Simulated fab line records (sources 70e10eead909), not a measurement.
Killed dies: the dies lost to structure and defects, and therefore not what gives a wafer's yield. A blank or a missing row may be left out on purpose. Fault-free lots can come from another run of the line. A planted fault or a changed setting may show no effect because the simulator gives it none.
fab line records -- flow nandHarc -- part 2 of 2: steps 5 to 6 of 6
record: lots: 22, wafers: 66, lastDay: 34
route steps=1302 shown A_CHANNEL_FILL_D2@638 A_STAIRCASE@652
lots untouched by any fault: they come from a run of this same line in which no faults occurred
startH: hours from the record's first day to the start of the lot's first wafer shown -- waitH: hours since the lot's step before -- " the same as in the row above -- L1.1+2: a row that stands for several wafers -- - value missing, or start not given -- * or withheld: withheld -- < > ~ a bound
route shown NAME@n: NAME is a module with steps in the file, n the number in the route of the first one -- usual: mean/standard deviation of fault-free wafers -- same: alike in all rows -- chamber/n: place in a boat -- sites: per-site readings -- _std_site: the standard deviation of these -- _edge_site: mean of outer sites minus mean of inner sites -- radiusMm: how far each site lies from the wafer's centre -- mask NAME#n: copy n -- behind: the tool/chamber that last shaped the wafer -- hold: what put the lot on hold/how long, in hours/how the hold closed -- device: the transistor (n, p or np) that didn't switch -- end of line: the same wafers' tests at the end of the route -- a step given without rows: its recipe and nothing more -- killed: at the first sort, the dies lost to defects and structure; wafer yield is something else -- map: per-die view of a wafer (x killed, . not killed, _ where there is no die)
set.NAME: the setting as run; set.NAME@STEP: as run at that earlier step -- model.NAME: the simulator's own value behind a step, which no gauge read
steps of the route over a sample of lots; a table a step, a row a wafer
services: the hour from which a tool's chamber was out of use, counted from the record's first day as startH (under 0 if before that day), plus the number of hours and why
== steps ==
step: NHARC_A_STAIRCASE_TRIM_200
recipe: timeS: 211.2, o2FlowSccm: 500, arFlowSccm: 0, biasW: 0, chemistry: O2
usual: drypumpMotorCurrentA: 6.0/0.5, mfcArSccm: 0.004/0.0079, oesProductAu: 1.001/0.0081, rfVppV: 57.8/0.88, showerheadPlenumPTorr: 3.58/0.15, throttleValvePct: 17.036/0.0089
lot.wafer,tool,chamber,startH,waitH,drypumpMotorCurrentA,mfcArSccm,oesProductAu,rfHoursCounterH,rfVppV,showerheadPlenumPTorr,throttleValvePct
L074.1,rieDiel-04,0,-,-,5.4,0.010,0.997,49,58.3,3.46,17.024
L074.3,rieDiel-04,1,-,-,6.3,0.005,1.002,54,57.2,3.52,17.050
L074.2,rieDiel-04,2,-,-,6.0,0.033,0.997,52,57.5,3.36,17.047
L075.3,rieDiel-04,1,-,-,6.4,0.005,0.987,4,58.4,3.52,17.044
L075.2,rieDiel-04,3,-,-,5.7,0,1.001,5,57.0,3.34,17.046
L075.6,rieDiel-04,1,-,-,6.4,0.005,0.986,-,55.9,3.52,17.035
L076.1,rieDiel-03,2,-,-,6.9,0,1.005,29,57.9,3.61,17.052
L076.6,rieDiel-03,1,-,-,5.2,0,0.996,-,57.5,3.79,17.037
L076.5,rieDiel-03,2,-,-,6.9,0,1.002,-,59.2,3.61,17.036
L078.3,rieDiel-10,3,-,-,5.4,0,1.007,46,58.3,3.56,17.033
L078.5,rieDiel-10,3,-,-,5.4,0,1.005,-,57.3,3.56,17.028
L078.6,rieDiel-10,0,-,-,5.9,0,1.002,-,58.7,3.54,17.027
L077.4,rieDiel-03,2,-,-,6.9,0,0.987,34,57.6,3.61,17.041
L077.3,rieDiel-03,3,-,-,6.1,0.004,1.012,42,56.2,3.63,17.029
L077.5,rieDiel-03,0,-,-,6.1,0,0.984,-,58.0,3.78,17.036
L081.3,rieDiel-03,3,-,-,6.1,0.004,0.994,47,57.9,3.63,17.044
L081.4,rieDiel-03,0,-,-,6.2,0,0.990,47,59.7,3.78,17.033
L081.2,rieDiel-03,2,-,-,6.9,0,1.003,37,57.7,3.61,17.026
L080.1,rieDiel-03,2,-,-,6.9,0,1.011,41,57.9,3.60,17.035
L080.4,rieDiel-03,0,-,-,6.1,0,0.998,53,58.0,3.78,17.032
L080.5,rieDiel-03,1,-,-,5.2,0,1.000,-,57.1,3.78,17.031
L084.1,rieDiel-04,1,-,-,6.4,0.005,1.010,25,57.3,3.51,17.049
L084.2,rieDiel-04,0,-,-,5.4,0.010,0.996,28,55.3,3.45,17.035
L084.6,rieDiel-04,1,-,-,6.4,0.005,1.008,-,56.2,3.51,17.031
L082.2,rieDiel-10,1,-,-,5.9,0.000,1.009,5,58.4,3.73,17.023
L082.3,rieDiel-10,2,-,-,6.3,0.012,1.003,5,57.5,3.39,17.036
L082.5,rieDiel-10,1,-,-,5.8,0.000,0.995,-,58.2,3.73,17.032
L083.1,rieDiel-03,2,-,-,6.9,0,1.001,49,57.8,3.60,17.026
L083.4,rieDiel-03,3,-,-,6.1,0.004,1.006,60,57.9,3.62,17.031
L083.2,rieDiel-03,0,-,-,6.1,0,0.993,62,59.2,3.77,17.045
L086.4,rieDiel-10,3,-,-,5.4,0,1.008,17,58.0,3.55,17.031
L086.1,rieDiel-10,1,-,-,5.8,0.000,0.989,16,58.6,3.73,17.034
L086.5,rieDiel-10,3,-,-,5.4,0,1.010,-,59.0,3.55,17.023
L085.4,rieDiel-03,1,-,-,5.2,0,0.989,0,59.6,3.77,17.038
L085.2,rieDiel-03,3,-,-,6.1,0.004,0.985,0,57.9,3.62,17.038
L085.5,rieDiel-03,2,-,-,6.9,0,0.997,-,58.1,3.60,17.030
L087.3,rieDiel-10,2,-,-,6.3,0.012,0.998,22,56.6,3.38,17.036
L087.2,rieDiel-10,3,-,-,5.4,0,1.002,21,55.8,3.54,17.041
L087.1,rieDiel-10,0,-,-,5.9,0,1.000,6,58.0,3.53,17.046
L089.3,rieDiel-10,1,-,-,5.8,0.000,1.009,29,58.4,3.72,17.039
L089.1,rieDiel-10,0,-,-,5.9,0,1.006,14,57.5,3.53,17.040
L089.5,rieDiel-10,1,-,-,5.8,0.000,1.004,-,57.9,3.72,17.026
L088.3,rieDiel-04,1,-,-,6.4,0.005,1.000,55,57.0,3.49,17.037
L088.2,rieDiel-04,0,-,-,5.4,0.010,1.003,55,57.2,3.43,17.043
L088.5,rieDiel-04,1,-,-,6.4,0.005,1.012,-,58.0,3.49,17.031
L090.3,rieDiel-03,2,-,-,6.8,0,0.995,8,56.5,3.59,17.049
L090.4,rieDiel-03,1,-,-,5.2,0,1.003,16,58.5,3.77,17.036
L090.5,rieDiel-03,3,-,-,6.1,0.004,1.008,-,57.9,3.61,17.039
L092.2,rieDiel-10,2,-,-,6.3,0.012,1.013,41,56.7,3.37,17.042
L092.6,rieDiel-10,0,-,-,5.9,0,1.020,-,58.3,3.52,17.024
L092.5,rieDiel-10,1,-,-,5.8,0.000,1.001,-,57.0,3.71,17.037
L093.1,rieDiel-04,1,-,-,6.4,0.005,0.998,7,58.2,3.49,17.018
L093.4,rieDiel-04,2,-,-,6.0,0.033,1.000,7,59.7,3.34,17.047
L093.5,rieDiel-04,3,-,-,5.7,0,1.000,-,57.9,3.30,17.032
L094.3,rieDiel-03,1,-,-,5.2,0,1.006,32,59.3,3.76,17.053
L094.4,rieDiel-03,2,-,-,6.9,0,0.997,26,58.6,3.58,17.023
L094.1,rieDiel-03,0,-,-,6.1,0,0.988,28,58.5,3.75,17.028
L095.3,rieDiel-03,0,-,-,6.2,0,0.985,29,57.5,3.75,17.045
L095.2,rieDiel-03,1,-,-,5.2,0,0.995,33,58.5,3.76,17.041
L095.6,rieDiel-03,1,-,-,5.2,0,0.989,-,58.0,3.76,17.025
L096.4,rieDiel-10,1,-,-,5.9,0.000,1.000,51,58.3,3.71,17.028
L096.6,rieDiel-10,1,-,-,5.9,0.000,0.998,-,58.4,3.71,17.029
L096.5,rieDiel-10,2,-,-,6.3,0.012,1.013,-,56.9,3.36,17.040
L097.4,rieDiel-03,3,-,-,6.0,0.004,1.010,44,59.1,3.60,17.030
L097.2,rieDiel-03,0,-,-,6.1,0,0.985,43,58.6,3.75,17.028
L097.1,rieDiel-03,1,-,-,5.2,0,0.989,48,59.4,3.75,17.037
step: NHARC_A_STAIRCASE_TRIM_229
recipe: timeS: 211.2, o2FlowSccm: 500, arFlowSccm: 0, biasW: 0, chemistry: O2
usual: drypumpMotorCurrentA: 5.9/0.44, mfcArSccm: 0.005/0.009, oesProductAu: 1.003/0.0073, rfVppV: 57.7/0.79, showerheadPlenumPTorr: 3.53/0.14, throttleValvePct: 17.036/0.0093
lot.wafer,tool,chamber,startH,waitH,drypumpMotorCurrentA,mfcArSccm,oesProductAu,rfHoursCounterH,rfVppV,showerheadPlenumPTorr,throttleValvePct
L074.1,rieDiel-10,3,352.65,0.1,5.4,0,1.009,35,57.9,3.57,17.038
L074.2,rieDiel-10,1,352.65,0.1,5.8,0.000,0.996,34,58.2,3.75,17.018
L074.3,rieDiel-10,2,352.65,0.1,6.4,0.012,1.007,37,58.7,3.40,17.033
L075.3,rieDiel-04,1,381.03,0.1,6.3,0.005,1.012,5,57.6,3.52,17.029
L075.2,rieDiel-04,2,381.03,0.1,6.0,0.033,1.007,4,58.2,3.36,17.052
L075.6,rieDiel-04,2,381.03,0.1,6.0,0.033,1.012,-,58.0,3.36,17.033
L076.1,rieDiel-10,0,381.98,0.1,5.9,0,1.004,39,57.1,3.54,17.032
L076.6,rieDiel-10,0,381.98,0.1,5.9,0,0.998,-,57.5,3.54,17.047
L076.5,rieDiel-10,2,381.98,0.1,6.3,0.012,1.000,-,56.1,3.40,17.032
L078.3,rieDiel-10,3,392.01,0.1,5.3,0,1.005,47,58.8,3.56,17.021
L078.6,rieDiel-10,3,392.01,0.1,5.4,0,1.006,-,57.6,3.56,17.041
L078.5,rieDiel-10,0,392.01,0.1,5.9,0,0.995,-,58.9,3.54,17.050
L077.4,rieDiel-04,0,400.54,0.1,5.4,0.010,1.009,14,56.9,3.45,17.032
L077.3,rieDiel-04,1,400.54,0.1,6.4,0.005,1.004,12,58.5,3.52,17.043
L077.5,rieDiel-04,3,400.54,0.1,5.7,0,1.007,-,57.2,3.33,17.034
L081.4,rieDiel-04,0,422.30,0.1,5.4,0.010,1.002,23,56.9,3.45,17.040
L081.3,rieDiel-04,1,422.30,0.1,6.4,0.005,0.997,19,56.5,3.51,17.024
L081.2,rieDiel-04,3,422.30,0.1,5.7,0,1.000,25,57.0,3.33,17.027
L080.1,rieDiel-03,2,429.94,0.1,6.9,0,1.008,42,58.0,3.60,17.052
L080.4,rieDiel-03,1,429.94,0.1,5.2,0,1.010,47,59.0,3.78,17.021
L080.5,rieDiel-03,3,429.94,0.1,6.1,0.004,1.010,-,58.5,3.63,17.023
L084.2,rieDiel-03,1,450.06,0.1,5.2,0,0.996,53,57.4,3.78,17.054
L084.1,rieDiel-03,3,450.06,0.1,6.1,0.004,1.007,58,57.6,3.63,17.042
L084.6,rieDiel-03,2,450.06,0.1,6.9,0,1.006,-,58.7,3.60,17.036
L082.3,rieDiel-03,1,452.20,0.1,5.2,0,1.004,54,57.7,3.78,17.029
L082.2,rieDiel-03,3,452.20,0.1,6.0,0.004,1.009,59,56.9,3.62,17.046
L082.5,rieDiel-03,0,452.20,0.1,6.2,0,1.008,-,58.4,3.77,17.034
L083.2,rieDiel-10,2,466.71,4.1,6.3,0.012,1.005,15,57.2,3.38,17.050
L083.4,rieDiel-10,0,466.71,4.1,5.9,0,1.012,0,58.8,3.53,17.026
L083.1,rieDiel-10,1,466.71,4.1,5.8,0.000,0.987,15,58.7,3.73,17.035
L086.4,rieDiel-03,2,472.10,0.1,6.9,0,0.999,1,57.8,3.60,17.040
L086.1,rieDiel-03,0,472.10,0.1,6.1,0,0.990,1,58.8,3.77,17.021
L086.5,rieDiel-03,1,472.10,0.1,5.2,0,0.991,-,58.7,3.77,17.032
L085.2,rieDiel-10,3,474.39,0.1,5.4,0,1.006,19,57.3,3.55,17.035
L085.4,rieDiel-10,2,474.39,0.1,6.4,0.012,1.000,18,57.4,3.38,17.028
L085.5,rieDiel-10,0,474.39,0.1,5.9,0,1.012,-,57.1,3.53,17.031
L087.2,rieDiel-04,2,485.89,0.1,6.0,0.033,0.995,31,57.8,3.35,17.037
L087.1,rieDiel-04,3,485.89,0.1,5.7,0,0.997,49,58.2,3.31,17.046
L087.3,rieDiel-04,0,485.89,0.1,5.4,0.010,0.989,47,58.0,3.44,17.037
L089.1,rieDiel-10,1,517.88,0.1,5.9,0.000,1.009,30,57.1,3.72,17.029
L089.3,rieDiel-10,2,517.88,0.1,6.4,0.012,0.997,29,57.0,3.37,17.041
L089.5,rieDiel-10,0,517.88,0.1,5.9,0,1.010,-,57.8,3.53,17.026
L088.2,rieDiel-10,2,518.94,0.1,6.4,0.012,1.000,30,57.8,3.37,17.037
L088.3,rieDiel-10,3,518.94,0.1,5.4,0,0.999,30,57.7,3.54,17.047
L088.5,rieDiel-10,2,518.94,0.1,6.3,0.012,1.003,-,57.8,3.37,17.028
L090.3,rieDiel-10,0,521.60,0.1,5.9,0,1.007,16,55.7,3.52,17.028
L090.4,rieDiel-10,1,521.60,0.1,5.9,0.000,1.001,32,58.8,3.72,17.029
L090.5,rieDiel-10,3,521.60,0.1,5.4,0,1.002,-,57.9,3.54,17.039
L092.2,rieDiel-04,0,547.91,0.1,5.4,0.010,1.007,2,57.9,3.43,17.034
L092.5,rieDiel-04,2,547.91,0.1,6.0,0.033,1.004,-,57.2,3.34,17.039
L092.6,rieDiel-04,3,547.91,0.1,5.7,0,1.000,-,57.1,3.31,17.031
L093.4,rieDiel-10,3,560.93,0.1,5.4,0,1.004,49,56.9,3.53,17.030
L093.1,rieDiel-10,1,560.93,0.1,5.8,0.000,1.010,43,57.1,3.71,17.046
L093.5,rieDiel-10,0,560.93,0.1,5.9,0,1.015,-,57.8,3.52,17.019
L094.3,rieDiel-10,2,561.44,0.1,6.3,0.012,1.000,48,57.2,3.36,17.028
L094.4,rieDiel-10,3,561.44,0.1,5.4,0,1.014,49,57.5,3.53,17.022
L094.1,rieDiel-10,0,561.44,0.1,5.9,0,1.012,29,57.2,3.52,17.026
L095.2,rieDiel-04,0,564.42,0.1,5.4,0.010,1.014,7,58.6,3.42,17.028
L095.3,rieDiel-04,1,564.42,0.1,6.3,0.005,1.014,9,57.2,3.49,17.042
L095.6,rieDiel-04,0,564.42,0.1,5.4,0.010,1.000,-,58.1,3.42,17.034
L096.4,rieDiel-10,1,590.67,0.1,5.8,0.000,1.010,52,58.1,3.71,17.029
L096.5,rieDiel-10,0,590.67,0.1,5.9,0,1.022,-,56.5,3.51,17.039
L096.6,rieDiel-10,1,590.67,0.1,5.9,0.000,1.005,-,58.3,3.71,17.023
L097.4,rieDiel-03,3,608.08,0.1,6.1,0.004,1.017,45,57.5,3.60,17.022
L097.2,rieDiel-03,0,608.08,0.1,6.1,0,0.980,45,58.2,3.74,17.034
L097.1,rieDiel-03,2,608.08,0.1,6.8,0,1.003,39,59.1,3.58,17.030
== services ==
tool,chamber,startH,hours,kind
rieDiel-03,0,317.11,-,clean
rieDiel-03,1,317.11,-,clean
rieDiel-03,2,317.11,-,clean
rieDiel-03,3,317.11,-,clean
rieDiel-10,0,318.55,4.5,repair
rieDiel-10,0,325.02,-,clean
rieDiel-10,1,325.02,-,clean
rieDiel-10,2,325.02,-,clean
rieDiel-10,3,325.02,-,clean
rieDiel-03,2,333.37,8.2,repair
rieDiel-04,-,355.03,9.0,pm
rieDiel-10,1,378.57,7.1,repair
rieDiel-03,2,388.47,3.9,repair
rieDiel-10,-,421.20,9.0,pm
rieDiel-04,3,426.47,1.7,repair
rieDiel-04,2,445.86,34.0,repair
rieDiel-03,-,460.74,9.0,pm
rieDiel-03,0,475.38,9.6,repair
rieDiel-03,2,490.23,16.0,repair
rieDiel-04,0,505.96,4.3,repair
rieDiel-04,2,523.84,18.4,repair
rieDiel-04,-,532.03,9.0,pm
rieDiel-10,-,598.20,9.0,pm
rieDiel-04,1,605.55,2.8,repair
